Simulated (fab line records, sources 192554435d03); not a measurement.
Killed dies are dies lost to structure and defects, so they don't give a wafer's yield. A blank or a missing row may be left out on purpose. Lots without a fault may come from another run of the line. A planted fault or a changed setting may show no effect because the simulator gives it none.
Which tool did it? | flow n5_finfet | 10 lots, 28 wafers sampled, at 6 steps of a route of 1938

WHAT THE GAUGES READ, wafer by wafer
N5_STI_FIN_REVEAL_FIN_H_MEAS_10. Usual: trench_depth_nm 52.4 nm, standard deviation 0.78.
lot  | measured    | on     | trench_depth_nm (nm) | flag
L953 | day 2 13:17 | ocd-01 | 51.9 52.1            |
L954 | day 2 23:19 | ocd-02 | 53.9 52.5 52.7       |
L956 | day 3 06:52 | ocd-02 | 51.9 52.0 51.9       |
L957 | day 3 14:29 | ocd-02 | 52.1 53.3 51.4       |
L960 | day 4 06:54 | ocd-02 | 52.6 51.5            |
L965 | day 5 15:28 | ocd-02 | 52.9 53.1 53.3       |
L966 | day 5 19:30 | ocd-02 | 52.8 52.9 53.2       |
L971 | day 7 01:16 | ocd-01 | 53.1 51.6 52.0       |
L974 | day 7 18:13 | ocd-01 | 52.9 52.9 52.8       |
L976 | day 8 07:19 | ocd-02 | 51.4 51.1 50.1       |

N5_STI_FIN_REVEAL_INSPECT_13: inspects for defects (darkfield). Usual: raw_defect_count 11, standard deviation 5.1.
lot  | measured    | on                | raw_defect_count | flag
L953 | day 2 13:22 | defect_inspect-01 | 22 12            |
L954 | day 2 23:24 | defect_inspect-02 | 7 8 19           |
L956 | day 3 06:57 | defect_inspect-02 | 22 14 7          |
L957 | day 3 14:35 | defect_inspect-02 | 21 2 4           |
L960 | day 4 06:59 | defect_inspect-02 | 10 10            |
L965 | day 5 15:33 | defect_inspect-02 | 13 6 8           |
L966 | day 5 19:35 | defect_inspect-02 | 10 15 23         |
L971 | day 7 01:22 | defect_inspect-02 | 582 13 586       | OFF
L974 | day 7 18:18 | defect_inspect-02 | 8 4 595          | OFF
L976 | day 8 07:24 | defect_inspect-01 | 5 12 11          |

N5_BEOL_M4_RC_MEAS_101. Usual: DIBL_N 36.3 mV/V, standard deviation 1.6; DIBL_P 36.2 mV/V, standard deviation 2; IOFF_N 0.160 nA/um, standard deviation 0.028; IOFF_P 0.21 nA/um, standard deviation 0.036; ION_N 677 uA/um, standard deviation 11; ION_P 465 uA/um, standard deviation 6.9; SS_N 71.5 mV/dec, standard deviation 0.55; SS_P 73.3 mV/dec, standard deviation 0.64; VT_N 250 mV, standard deviation 3; VT_P -250 mV, standard deviation 3.5.
lot  | measured     | on        | DIBL_N (mV/V)  | DIBL_P (mV/V)  | IOFF_N (nA/um)    | IOFF_P (nA/um) | ION_N (uA/um) | ION_P (uA/um) | SS_N (mV/dec)  | SS_P (mV/dec)  | VT_N (mV)   | VT_P (mV)      | flag
L953 | day 7 20:53  | prober-01 | 40.7 39.1      | 40.5 38.7      | 0.246 0.186       | 0.30 0.25      | 688 671       | 472 466       | 71.9 72.2      | 73.7 74.2      | 243 247     | -246 -248      |
L954 | day 8 00:02  | prober-02 | 35.3 36.1 36.5 | 35.1 35.6 36.0 | 0.145 0.159 0.167 | 0.20 0.21 0.22 | 682 679 675   | 464 471 462   | 70.8 70.7 70.7 | 72.4 72.5 72.9 | 250 248 249 | -248 -247 -251 |
L956 | day 9 01:31  | prober-01 | 37.0 38.2 39.1 | 35.5 37.4 37.2 | 0.146 0.175 0.185 | 0.23 0.26 0.27 | 678 678 683   | 464 474 467   | 71.7 71.3 72.3 | 72.9 73.4 73.3 | 249 247 247 | -247 -245 -243 |
L957 | day 9 08:10  | prober-01 | 33.3 34.5 34.5 | 33.7 34.8 33.9 | 0.114 0.136 0.139 | 0.15 0.17 0.16 | 660 679 669   | 456 470 457   | 70.6 70.5 71.2 | 72.6 72.8 73.1 | 256 255 252 | -255 -252 -254 |
L960 | day 9 17:41  | prober-01 | 37.7 35.0      | 40.4 36.8      | 0.219 0.160       | 0.27 0.20      | 702 675       | 478 459       | 71.6 71.2      | 74.7 72.7      | 243 250     | -248 -252      |
L965 | day 11 00:25 | prober-02 | 37.0 35.0 35.2 | 34.4 33.2 32.7 | 0.143 0.127 0.130 | 0.18 0.17 0.16 | 663 668 673   | 460 463 459   | 71.6 70.7 71.0 | 73.0 72.5 72.9 | 253 253 254 | -253 -256 -257 |
L966 | day 11 02:11 | prober-01 | 37.0 36.2 37.1 | 36.9 37.5 37.5 | 0.165 0.169 0.171 | 0.19 0.20 0.20 | 680 685 691   | 460 469 471   | 72.2 71.6 72.1 | 73.3 73.2 74.1 | 249 251 249 | -254 -252 -256 |
L971 | day 12 16:37 | prober-01 | 37.2 36.1 34.9 | 37.2 36.7 35.5 | 0.156 0.142 0.133 | 0.20 0.19 0.18 | 675 666 673   | 459 457 463   | 71.4 71.4 71.2 | 73.1 73.5 72.8 | 252 254 252 | -251 -251 -251 |
L974 | day 13 12:34 | prober-02 | 34.3 34.8 34.5 | 34.8 35.1 34.4 | 0.135 0.150 0.128 | 0.20 0.20 0.18 | 665 670 665   | 463 464 462   | 71.1 71.4 70.9 | 73.0 73.5 73.1 | 251 250 253 | -249 -247 -252 |
L976 | day 13 21:29 | prober-02 | 36.5 35.6 36.0 | 36.4 35.2 35.8 | 0.155 0.144 0.139 | 0.19 0.16 0.17 | 671 678 670   | 453 456 452   | 72.0 71.4 71.6 | 73.5 73.4 73.5 | 250 251 249 | -254 -257 -253 |

WHICH TOOL RAN EACH LOT (tool, then ch and the chambers of the sampled wafers, then the start)
lot  | N5_STI_FIN_REVEAL_ETCHBACK_08     | N5_STI_FIN_REVEAL_ETCH_34       | N5_STI_FIN_REVEAL_OXIDATION_33
L953 | rie_diel-03 ch 1,2, day 2 09:48   | rie_si-04 ch 0,1, day 2 12:41   | plasma_asher-01 ch 0,1, day 2 13:05
L954 | rie_diel-02 ch 1,2,3, day 2 18:44 | rie_si-04 ch 1,2,3, day 2 22:42 | plasma_asher-01 ch 0, day 2 23:07
L956 | rie_diel-06 ch 0,2, day 3 03:54   | rie_si-02 ch 0,1,2, day 3 06:15 | plasma_asher-01 ch 0,1, day 3 06:40
L957 | rie_diel-03 ch 0,1,3, day 3 09:54 | rie_si-06 ch 1,2,3, day 3 13:50 | plasma_asher-02 ch 0,1, day 3 14:17
L960 | rie_diel-03 ch 0,3, day 4 03:56   | rie_si-06 ch 0,2, day 4 06:17   | plasma_asher-02 ch 0,1, day 4 06:43
L965 | rie_diel-02 ch 0,1, day 5 12:18   | rie_si-06 ch 1,3, day 5 14:51   | plasma_asher-02 ch 0,1, day 5 15:16
L966 | rie_diel-06 ch 1,2, day 5 16:31   | rie_si-04 ch 0,1,2, day 5 18:53 | plasma_asher-01 ch 0,1, day 5 19:19
L971 | rie_diel-06 ch 0,1, day 6 21:47   | rie_si-02 ch 0,1,3, day 7 00:40 | plasma_asher-02 ch 0,1, day 7 01:04
L974 | rie_diel-06 ch 0,1, day 7 15:16   | rie_si-04 ch 1,2, day 7 17:37   | plasma_asher-02 ch 0,1, day 7 18:02
L976 | rie_diel-02 ch 1,2,3, day 8 04:18 | rie_si-06 ch 1,2,3, day 8 06:42 | plasma_asher-02 ch 0,1, day 8 07:07
- N5_STI_FIN_REVEAL_ETCHBACK_08: etches SiO2 in C4F6/O2, target depth 30.5 nm, time 10.167 s.
- N5_STI_FIN_REVEAL_ETCH_34: etches Si in H2, material Si, target depth 0.97 nm.
- N5_STI_FIN_REVEAL_OXIDATION_33: chemistry O2 PLASMA REMOTE, time 20 s.

WHAT THE TOOLS THEMSELVES READ (means of the sampled wafers that have a number; where no wafer has one, the mark that the record gives instead)
N5_STI_FIN_REVEAL_ETCHBACK_08. Usual: drypump_motor_current_A 5.8 A, standard deviation 0.42; oes_product_au 0.83 a.u., standard deviation 0.1; rf_vpp_V 666 V, standard deviation 17; showerhead_plenum_p_Torr 2.87 Torr, standard deviation 0.097; throttle_valve_pct 21.1 %, standard deviation 0.3.
lot  | tool        | drypump_motor_current_A (A) | oes_product_au (a.u.) | rf_vpp_V (V) | showerhead_plenum_p_Torr (Torr) | throttle_valve_pct (%) | flag
L953 | rie_diel-03 | 5.5                         | 0.69                  | 638          | 2.68                            | 21.4                   |
L954 | rie_diel-02 | 5.4                         | 0.77                  | 670          | 2.89                            | 21.0                   |
L956 | rie_diel-06 | 5.8                         | 0.87                  | 678          | 2.98                            | 20.8                   |
L957 | rie_diel-03 | 5.8                         | 0.84                  | 664          | 2.83                            | 21.2                   |
L960 | rie_diel-03 | 5.9                         | 0.90                  | 678          | 2.91                            | 21.2                   |
L965 | rie_diel-02 | 6.2                         | 0.91                  | 668          | 2.85                            | 21.3                   |
L966 | rie_diel-06 | 5.4                         | 0.89                  | 665          | 2.86                            | 20.8                   |
L971 | rie_diel-06 | 6.1                         | 0.82                  | 669          | 2.83                            | 20.9                   |
L974 | rie_diel-06 | 6.1                         | 0.84                  | 676          | 2.91                            | 20.8                   |
L976 | rie_diel-02 | 5.4                         | 0.72                  | 669          | 2.87                            | 21.1                   |

N5_STI_FIN_REVEAL_ETCH_34. Usual: drypump_motor_current_A 5.8 A, standard deviation 0.4; oes_product_au 1.004 a.u., standard deviation 0.019; throttle_valve_pct 25.5 %, standard deviation 0.45.
lot  | tool      | drypump_motor_current_A (A) | oes_product_au (a.u.) | throttle_valve_pct (%) | flag
L953 | rie_si-04 | 5.2                         | 1.017                 | 25.0                   |
L954 | rie_si-04 | 5.9                         | 1.009                 | 25.3                   |
L956 | rie_si-02 | 6.0                         | 1.018                 | 25.7                   |
L957 | rie_si-06 | 5.9                         | 0.993                 | 26.0                   |
L960 | rie_si-06 | 6.2                         | 0.990                 | 25.6                   |
L965 | rie_si-06 | 5.7                         | 0.987                 | 26.2                   |
L966 | rie_si-04 | 5.4                         | 1.014                 | 25.1                   |
L971 | rie_si-02 | 6.0                         | 1.023                 | 25.7                   |
L974 | rie_si-04 | 5.7                         | 1.003                 | 25.4                   |
L976 | rie_si-06 | 5.9                         | 1.000                 | 26.0                   |

N5_STI_FIN_REVEAL_OXIDATION_33. Usual: drypump_motor_current_A 5.65 A, standard deviation 0.3; heater_power_w 145 W, standard deviation 15.
lot  | tool            | drypump_motor_current_A (A) | heater_power_w (W) | flag
L953 | plasma_asher-01 | 5.30                        | 158                |
L954 | plasma_asher-01 | 5.28                        | 161                |
L956 | plasma_asher-01 | 5.30                        | 159                |
L957 | plasma_asher-02 | 5.86                        | 139                |
L960 | plasma_asher-02 | 5.90                        | 136                |
L965 | plasma_asher-02 | 5.86                        | 141                |
L966 | plasma_asher-01 | 5.29                        | 158                |
L971 | plasma_asher-02 | 5.93                        | 130                |
L974 | plasma_asher-02 | 5.85                        | 140                |
L976 | plasma_asher-02 | 5.86                        | 140                |

THE ANSWER, worked out from the rows above alone
Rule: a lot is off if the mean of its wafers that have a number lies more than 3 standard deviations from the usual mean. A lot without any number at a reading at which 4 lots or more have one is off too. The other lots that the step has rows for count as sound. The gauges are gone through in route order, then the tools' own readings, and for those a lot's mean is taken as printed above. The first step at which some lot is off is used, and at that step the reading that is off furthest; a lot without a number counts as furthest.
Off: L971, L974, at N5_STI_FIN_REVEAL_INSPECT_13 (raw_defect_count).
A tool fits if, at a process step before that reading, it ran every lot that is off, and no sound lot after the first of them. The gauges at N5_STI_FIN_REVEAL_INSPECT_13 are tried like those tools. Can't be told from this: 2 tools fit, rie_diel-06 at N5_STI_FIN_REVEAL_ETCHBACK_08, defect_inspect-02 at N5_STI_FIN_REVEAL_INSPECT_13.

WHAT THE SIMULATOR HAD PUT IN
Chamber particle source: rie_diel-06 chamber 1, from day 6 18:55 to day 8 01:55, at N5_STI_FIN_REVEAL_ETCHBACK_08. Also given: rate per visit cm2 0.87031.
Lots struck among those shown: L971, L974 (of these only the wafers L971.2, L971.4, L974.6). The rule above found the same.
